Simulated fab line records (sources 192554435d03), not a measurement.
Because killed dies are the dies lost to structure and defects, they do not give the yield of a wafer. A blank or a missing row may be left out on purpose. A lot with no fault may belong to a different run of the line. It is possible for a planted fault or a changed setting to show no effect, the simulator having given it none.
Chamber matching / flow n5_finfet / N5_SD_EPI_P_DESCUM_14 on rie_diel-04 has 4 sister chambers
The step chemistry O2, time 7.9 s. 18 wafers are shown with their chamber, then 9 later ones without.

## WAFERS, EACH WITH ITS CHAMBER
wafer=L077.1; chamber=3; showerhead_plenum_p_Torr (Torr)=2.20; drypump_motor_current_A (A)=5.4; oes_product_au (a.u.)=0.75
wafer=L077.4; chamber=1; showerhead_plenum_p_Torr (Torr)=2.07; drypump_motor_current_A (A)=5.0; oes_product_au (a.u.)=0.70
wafer=L077.5; chamber=0; showerhead_plenum_p_Torr (Torr)=2.08; drypump_motor_current_A (A)=5.7; oes_product_au (a.u.)=0.90
wafer=L078.1; chamber=3; showerhead_plenum_p_Torr (Torr)=2.20; drypump_motor_current_A (A)=5.4; oes_product_au (a.u.)=0.74
wafer=L078.3; chamber=0; showerhead_plenum_p_Torr (Torr)=2.08; drypump_motor_current_A (A)=5.6; oes_product_au (a.u.)=0.90
wafer=L078.5; chamber=3; showerhead_plenum_p_Torr (Torr)=2.20; drypump_motor_current_A (A)=5.4; oes_product_au (a.u.)=0.74
wafer=L080.3; chamber=3; showerhead_plenum_p_Torr (Torr)=2.20; drypump_motor_current_A (A)=5.4; oes_product_au (a.u.)=0.74
wafer=L080.5; chamber=3; showerhead_plenum_p_Torr (Torr)=2.20; drypump_motor_current_A (A)=5.4; oes_product_au (a.u.)=0.74
wafer=L080.6; chamber=0; showerhead_plenum_p_Torr (Torr)=2.08; drypump_motor_current_A (A)=5.6; oes_product_au (a.u.)=0.89
wafer=L081.1; chamber=1; showerhead_plenum_p_Torr (Torr)=2.06; drypump_motor_current_A (A)=5.0; oes_product_au (a.u.)=0.70
wafer=L081.3; chamber=0; showerhead_plenum_p_Torr (Torr)=2.08; drypump_motor_current_A (A)=5.6; oes_product_au (a.u.)=0.89
wafer=L081.6; chamber=2; showerhead_plenum_p_Torr (Torr)=2.02; drypump_motor_current_A (A)=5.7; oes_product_au (a.u.)=0.74
wafer=L082.1; chamber=3; showerhead_plenum_p_Torr (Torr)=2.20; drypump_motor_current_A (A)=5.4; oes_product_au (a.u.)=0.74
wafer=L082.4; chamber=2; showerhead_plenum_p_Torr (Torr)=2.02; drypump_motor_current_A (A)=5.7; oes_product_au (a.u.)=0.74
wafer=L082.5; chamber=1; showerhead_plenum_p_Torr (Torr)=2.06; drypump_motor_current_A (A)=5.0; oes_product_au (a.u.)=0.69
wafer=L091.2; chamber=2; showerhead_plenum_p_Torr (Torr)=2.02; drypump_motor_current_A (A)=5.7; oes_product_au (a.u.)=0.73
wafer=L091.5; chamber=3; showerhead_plenum_p_Torr (Torr)=2.19; drypump_motor_current_A (A)=5.4; oes_product_au (a.u.)=0.73
wafer=L091.6; chamber=2; showerhead_plenum_p_Torr (Torr)=2.02; drypump_motor_current_A (A)=5.7; oes_product_au (a.u.)=0.72

SIGNATURES (means of the wafers above)
reading=showerhead_plenum_p_Torr; chamber 0=2.0800; chamber 1=2.0633; chamber 2=2.0200; chamber 3=2.1986; scatter within a chamber=0.0033
reading=drypump_motor_current_A; chamber 0=5.625; chamber 1=5.000; chamber 2=5.700; chamber 3=5.400; scatter within a chamber=0.0231
reading=oes_product_au; chamber 0=0.8950; chamber 1=0.6967; chamber 2=0.7325; chamber 3=0.7400; scatter within a chamber=0.00677
Rule: distance of a wafer from a chamber = root of the sum over the readings of ((wafer's reading minus chamber's mean) / reading's scatter) squared. The wafer belongs to the nearest chamber; if the next one is less than 2 further off, it can't be placed. The scatter: the root of (the sum of the squares of (reading less its chamber's mean) over the shown wafers, divided by (wafers less chambers)).

## WAFERS WITH NO CHAMBER GIVEN
wafer=L092.1; showerhead_plenum_p_Torr (Torr)=2.02; drypump_motor_current_A (A)=5.7; oes_product_au (a.u.)=0.72
wafer=L092.2; showerhead_plenum_p_Torr (Torr)=2.19; drypump_motor_current_A (A)=5.4; oes_product_au (a.u.)=0.73
wafer=L092.5; showerhead_plenum_p_Torr (Torr)=2.07; drypump_motor_current_A (A)=5.6; oes_product_au (a.u.)=0.86
wafer=L094.3; showerhead_plenum_p_Torr (Torr)=2.07; drypump_motor_current_A (A)=5.7; oes_product_au (a.u.)=0.85
wafer=L094.4; showerhead_plenum_p_Torr (Torr)=2.01; drypump_motor_current_A (A)=5.7; oes_product_au (a.u.)=0.72
wafer=L094.5; showerhead_plenum_p_Torr (Torr)=2.07; drypump_motor_current_A (A)=5.7; oes_product_au (a.u.)=0.85
wafer=L096.2; showerhead_plenum_p_Torr (Torr)=2.06; drypump_motor_current_A (A)=5.0; oes_product_au (a.u.)=0.68
wafer=L096.3; showerhead_plenum_p_Torr (Torr)=2.01; drypump_motor_current_A (A)=5.7; oes_product_au (a.u.)=0.72
wafer=L096.4; showerhead_plenum_p_Torr (Torr)=2.19; drypump_motor_current_A (A)=5.4; oes_product_au (a.u.)=0.71

## CHAMBER TAKEN BY EACH
wafer=L092.1; from the rows above=2; in truth=2
wafer=L092.2; from the rows above=3; in truth=3
wafer=L092.5; from the rows above=0; in truth=0
wafer=L094.3; from the rows above=0; in truth=0
wafer=L094.4; from the rows above=2; in truth=2
wafer=L094.5; from the rows above=0; in truth=0
wafer=L096.2; from the rows above=1; in truth=1
wafer=L096.3; from the rows above=2; in truth=2
wafer=L096.4; from the rows above=3; in truth=3
9 of 9 placed correctly. From these rows, 0 cannot be placed. Placed wrongly: 0.
